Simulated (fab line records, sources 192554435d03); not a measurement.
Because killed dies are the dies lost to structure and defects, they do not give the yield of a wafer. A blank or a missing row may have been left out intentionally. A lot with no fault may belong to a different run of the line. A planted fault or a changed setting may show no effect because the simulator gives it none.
Code-filled problem report in 8D (eight disciplines) form | flow n5-finfet | the parts of the form that need people (team, actions taken, sign-off) are left out

== 1. WHAT IS WRONG ==
At N5_MOL_CONTACT_COAG_COAT_34, spin-speed-rpm averages 1571.8 rpm over 6 wafers from 2 lots, while fault-free wafers read 1500.0 rpm, standard deviation 1.1. That is +65 standard deviations from the usual mean.
The step: resist thk 40 nm.
First seen on wafer L818.1, day 6 12:04, on litho-track-03. The record has a number at this step for 12 wafers belonging to 4 lots. The rule behind "out" and "out of limits": a value lying over 4 standard deviations away from the usual mean. The other wafers with a number count as sound.

== 2. WHAT IT IS, AND WHAT IT ISN'T ==
question                    | is                     | is not
which readings at this step | spin-speed-rpm         | -
which lots                  | L818, L819             | L816, L830
which wafers of those lots  | all that have a number | -
read on which tools         | litho-track-03         | litho-track-02
when                        | from day 6 12:04       | up to then (3 sound wafers); but 3 sound wafers of L830 came after

== 3. THE SUSPECTS, EACH WITH WHAT RULES IT OUT ==
Counting: any tool at a process step up to the reading is kept as a suspect provided that every lot that is out went through it and no sound lot did after the first of them.
- litho-track-03 at N5_MOL_CONTACT_COAG_COAT_34 (resist thk 40 nm): kept. It processed each lot that is out, first L818 at day 6 12:04, and no sound lot thereafter; up to then, the last sound lot it processed was L816 at day 5 21:53. Its own readings are out on those wafers: spin-speed-rpm.
Left after counting: litho-track-03 at N5_MOL_CONTACT_COAG_COAT_34.

== 4. THE CAUSE (what the simulator had put in) ==
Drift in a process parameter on litho-track-03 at N5_MOL_CONTACT_COAG_COAT_34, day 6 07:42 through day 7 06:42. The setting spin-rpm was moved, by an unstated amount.
Only this tool survived the counting.

== 5. SEQUENCE OF EFFECTS, ordered by route ==
One row per reading whose mean, taken over the struck wafers that have a number, lies over 3 standard deviations from the usual. Readings are gone through only where the record gives a usual standard deviation; hours: the median, over the lots, of the time from a lot's start at the first step in this table giving one to that lot's start at this step; sigmas: the change measured in usual standard deviations.
hours | step                        | reading        | usual      | on struck wafers | change | sigmas
0     | N5_MOL_CONTACT_COAG_COAT_34 | spin-speed-rpm | 1500.0 rpm | 1571.8           | +71.8  | +65
Its process steps:
- N5_MOL_CONTACT_COAG_COAT_34: resist thk 40 nm.
Later measuring or inspecting steps at which every struck wafer that the step has a row for has a number for every such reading, and none has moved that far: N5_BEOL_M4_RC_MEAS_101.

== 6. HOW IT WOULD HAVE BEEN CAUGHT EARLIER ==
In this record no reading fell out of limits until day 6 12:04, 4 hours after the fault had begun at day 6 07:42.
